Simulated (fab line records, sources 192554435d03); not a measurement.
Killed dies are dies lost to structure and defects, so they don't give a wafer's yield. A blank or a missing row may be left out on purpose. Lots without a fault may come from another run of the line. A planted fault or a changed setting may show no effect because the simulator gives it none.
A struck lot beside a sound one | flow n5_finfet | 30 steps out of a route of 1938
Sound: wafers L554.2, L554.6. Struck: wafers L550.2, L550.4, L550.6. The cause comes at the end.
At each step with rows: each side's tool, then ch and its chambers, then its first start. Under that, the readings that differ: sound wafers | struck wafers | difference of the means | sigmas: that difference in standard deviations of wafers without a fault.
alike: readings whose means differ by less than 2 such deviations, and words and numbers that are the same on both sides. not compared: withheld readings, readings that some wafer has no value for, bounds like >300 that may hide the same value, and numbers for which the record gives no deviation and whose values overlap.
The two part at a step that has a row with sigmas, a row that says differs or no value, or rows on one side only. Numbers that don't overlap but have no deviation are shown without sigmas and don't part them. A reading that every wafer of one side lacks parts them only if that side has two wafers or more.

first, 9 steps without rows for these wafers: N5_BEOL_M2_DESCUM_16 (chemistry O2, time 7 s); N5_BEOL_M2_ETCH_74 (etches underlayer in N2/H2, target depth 6.5 nm, time 5.2 s); N5_BEOL_M2_ETCH_63 (etches SiARC in CF4, target depth 15.6 nm, time 26 s); N5_BEOL_M2_ETCH_64 (etches SOC in N2/H2, target depth 75 nm, overetch 22.5 nm, time 121.9 s); N5_BEOL_M2_STRIP_65 (strips in N2/H2); N5_BEOL_M2_STRIP_75 (strips in N2/H2); N5_BEOL_M2_STRIP_66 (strips in CF4); N5_BEOL_M2_HM_OPEN_17 (chemistry Cl2/BCl3, target TiN, target depth 20 nm, overetch 6 nm); N5_BEOL_M2_STRIP_19 (strips in O2).
N5_BEOL_M2_COAT_67: time 60 s, resist thk 60 nm.
  sound on litho_track-01 ch 0, day 12 17:11; struck on litho_track-05 ch 0, day 12 00:46
  reading                                  | sound         | struck               | difference | sigmas
  spin_speed_rpm (rpm)                     | 1496.9 1500.8 | 1678.4 1677.3 1679.6 | +179.6     | +99 or more
  model.SOC_of_BEOL_M2_COAT_67.thk_nm (nm) | 59.8 60       | 56.8 56.8 56.8       | -3.1       |
  alike: heater_power_total_W
then, 13 steps without rows for these wafers: N5_BEOL_M2_COAT_68 (time 60 s, resist thk 12 nm); N5_BEOL_M2_COAT_76 (time 60 s, resist thk 5 nm); N5_BEOL_M2_COAT_22 (resist thk 30 nm); N5_BEOL_M2_EBR_24; N5_BEOL_M2_SOFTBAKE_23 (time 60 s); N5_BEOL_M2_EXPOSE_25 (exposes mask V1, defocus 5 nm); N5_BEOL_M2_PEB_26 (peb time 60 s); N5_BEOL_M2_DEVELOP_27 (develop time 30 s); N5_BEOL_M2_DESCUM_33 (chemistry O2, time 7 s); N5_BEOL_M2_ETCH_77 (etches underlayer in N2/H2, target depth 6.5 nm, time 5.2 s); N5_BEOL_M2_ETCH_69 (etches SiARC in CF4, target depth 15.6 nm, time 26 s); N5_BEOL_M2_ALD_98 (deposits SiO2, target thk 2.5 nm, pulse time 1 s, co reactant pulse time 1 s); N5_BEOL_M2_ETCHBACK_99 (etches SiO2 in CHF3, target depth 5 nm, time 10.4 s).
N5_BEOL_M2_ETCH_70: etches SOC in N2/H2, target depth 80 nm, overetch 24 nm, time 130 s.
  sound on rie_diel-04 ch 0,3, day 13 06:14; struck on rie_diel-03 ch 0,2,3, day 12 11:02
  reading                  | sound       | struck            | difference | sigmas
  model.etch.depth_nm (nm) | 59.89 60.05 | 56.84 56.71 56.79 | -3.19      |
  alike: drypump_motor_current_A, oes_product_au, rf_vpp_V, showerhead_plenum_p_Torr, throttle_valve_pct
  not compared: rf_hours_counter_h
then, 2 steps without rows for these wafers: N5_BEOL_M2_STRIP_71 (strips in N2/H2); N5_BEOL_M2_STRIP_78 (strips in N2/H2).
N5_BEOL_M2_VIA_ETCH_34: etches the open film in C4F6/O2, target depth 69.4 nm, time 65.9 s.
  sound on rie_diel-04 ch 0,3, day 13 06:21; struck on rie_diel-03 ch 0,2,3, day 12 11:08
  reading                                  | sound   | struck         | difference | sigmas
  model.SOC_of_BEOL_M2_COAT_67.thk_nm (nm) | 51.6 52 | 48.8 48.6 48.6 | -3.1       |
  alike: drypump_motor_current_A, oes_product_au, rf_vpp_V, showerhead_plenum_p_Torr, throttle_valve_pct
  not compared: rf_hours_counter_h
then, 1 step without rows for these wafers: N5_BEOL_M2_STRIP_83 (strips in C4F6/O2).
N5_BEOL_M4_RC_MEAS_101:
  sound on prober-01 ch 0, day 15 13:37; struck on prober-02 ch 0, day 14 05:37
  alike: DIBL_N, DIBL_P, IOFF_N, IOFF_P, ION_N, ION_P, SS_N, SS_P, VT_N, VT_P
-- the record jumps here: 4 days lie between the struck wafers' starts before and after (it left off in module BEOL_M4 and takes up again in module PASSIVATION, whose first step shown is number 1936 of the route) --
N5_PASSIVATION_PROBE_49:
  sound on prober-01, day 20 05:35; struck on prober-02, day 18 09:50
  reading            | sound | struck   | difference | sigmas
  killed_at_M0_to_M3 | 43 53 | 32 21 30 | -20        | -2
  alike: defect_limited_yield, killed_at_M4_up, killed_at_contacts, killed_at_front_end, killed_at_other, killed_dies, killed_open, killed_short, sort_bin_4_leakage, sort_bin_5_function, sort_bin_6_memory, sort_bin_8_speed, sort_n_pass

WHERE THEY PART
First at N5_BEOL_M2_COAT_67; last, within this record, at N5_PASSIVATION_PROBE_49.

WHY: what the simulator had put in
Process parameter drift: litho_track-05, from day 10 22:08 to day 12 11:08, at N5_BEOL_M2_COAT_67. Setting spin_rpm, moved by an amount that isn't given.
